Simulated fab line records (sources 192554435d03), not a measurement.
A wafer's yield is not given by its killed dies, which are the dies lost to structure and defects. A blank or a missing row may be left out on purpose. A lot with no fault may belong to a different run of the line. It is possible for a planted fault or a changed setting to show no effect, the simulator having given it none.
Matching of chambers | flow n5-finfet | N5_BEOL_M3_ILD_DEP_00 on pecvd-01: 3 sister chambers
The step deposits SiOC from DEMS/O2, target thk 79 nm, time 15.3 s. 14 wafers are shown with their chamber, then 7 later ones without.

WAFERS WITH THEIR CHAMBER
wafer  | chamber | throttle-valve-pct (%) | showerhead-plenum-p-Torr (Torr) | rf-fwd-power-W (W)
L084.1 | 0       | 12.4                   | 5.723                           | 499.5
L084.5 | 0       | 12.6                   | 5.711                           | 497.5
L084.6 | 1       | 11.5                   | 5.695                           | 495.8
L085.2 | 0       | 12.4                   | 5.712                           | 495.7
L085.3 | 0       | 12.5                   | 5.708                           | 496.9
L085.5 | 1       | 11.3                   | 5.691                           | 490.7
L086.1 | 0       | 12.5                   | 5.729                           | 497.1
L086.5 | 0       | 12.7                   | 5.711                           | 500.3
L086.6 | 1       | 11.5                   | 5.687                           | 493.3
L087.2 | 0       | 12.4                   | 5.716                           | 496.5
L087.3 | 1       | 11.2                   | 5.690                           | 494.9
L087.5 | 0       | 12.5                   | 5.723                           | 497.4
L089.1 | 2       | 10.3                   | 5.686                           | 492.2
L089.2 | 0       | 12.5                   | 5.705                           | 499.1

SIGNATURES (averages over the wafers above)
reading                  | chamber 0 | chamber 1 | chamber 2 | scatter within a chamber
throttle-valve-pct       | 12.500    | 11.375    | 10.300    | 0.116
showerhead-plenum-p-Torr | 5.71533   | 5.69075   | 5.68600   | 0.00705
rf-fwd-power-W           | 497.778   | 493.675   | 492.200   | 1.74
Rule: for each reading, subtract the chamber's mean from the wafer's reading, divide by that reading's scatter and square the result; add these up over the readings and take the root, which gives the wafer's distance from the chamber. If the next closest chamber is less than 2 further off than the closest, the wafer can't be placed; otherwise it belongs to the closest. The scatter is the square root of a quotient: the sum, over the shown wafers, of each reading's squared deviation from its chamber's mean, divided by wafers minus chambers.

WAFERS WITHOUT THEIR CHAMBER
wafer  | throttle-valve-pct (%) | showerhead-plenum-p-Torr (Torr) | rf-fwd-power-W (W)
L089.5 | 11.4                   | 5.694                           | 490.4
L091.1 | 11.1                   | 5.698                           | 489.1
L091.2 | 12.6                   | 5.702                           | 496.6
L091.5 | 10.3                   | 5.708                           | 495.0
L095.2 | 11.4                   | 5.677                           | 491.4
L095.3 | 10.1                   | 5.689                           | 495.8
L095.4 | 11.5                   | 5.684                           | 493.0

EACH ONE'S CHAMBER
wafer  | from the rows above | in truth
L089.5 | 1                   | 1
L091.1 | 1                   | 1
L091.2 | 0                   | 0
L091.5 | 2                   | 2
L095.2 | 1                   | 1
L095.3 | 2                   | 2
L095.4 | 1                   | 1
Placed correctly: 7 of 7. Number that these rows cannot place: 0. 0 placed wrongly.
